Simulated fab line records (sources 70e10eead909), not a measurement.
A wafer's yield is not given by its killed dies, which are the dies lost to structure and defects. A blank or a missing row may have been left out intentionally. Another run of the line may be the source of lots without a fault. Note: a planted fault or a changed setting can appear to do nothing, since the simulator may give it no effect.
Chamber matching | flow nand harc | rie diel-09 running NHARC_A_BONDPAD_STRIP_15: 4 sister chambers
The step strips in O2. 4 wafers are shown with their chamber, then 7 later ones without.

WAFERS, EACH WITH ITS CHAMBER
wafer  | chamber | showerhead plenum p Torr (Torr)
L373.4 | 3       | 3.80
L373.5 | 0       | 3.44
L375.1 | 1       | 3.30
L375.2 | 2       | 3.32

WAFERS MISSING THEIR CHAMBER
wafer  | showerhead plenum p Torr (Torr)
L375.3 | 3.80
L377.1 | 3.44
L377.2 | 3.80
L377.5 | 3.44
L390.3 | 3.43
L390.5 | 3.43
L390.6 | 3.79

CHAMBER TAKEN BY EACH
wafer  | from the rows above | in truth
L375.3 | 3                   | 3
L377.1 | 0                   | 0
L377.2 | 3                   | 3
L377.5 | 0                   | 0
L390.3 | 0                   | 0
L390.5 | 0                   | 0
L390.6 | 3                   | 3
Correctly placed: 7 of 7. Number that these rows cannot place: 0. Number placed wrongly: 0.
How it was worked out, from the rows above alone: a wafer's distance from a chamber is the root of the sum, over the readings, of the square of ((its reading less the chamber's mean) divided by the reading's scatter). If the next closest chamber is less than 2 further off than the closest, the wafer can't be placed; otherwise it belongs to the closest. A chamber's mean is the mean of its shown wafers. The scatter: root of mean squared gap, hidden wafer to nearest shown wafer, with one shown wafer a chamber.
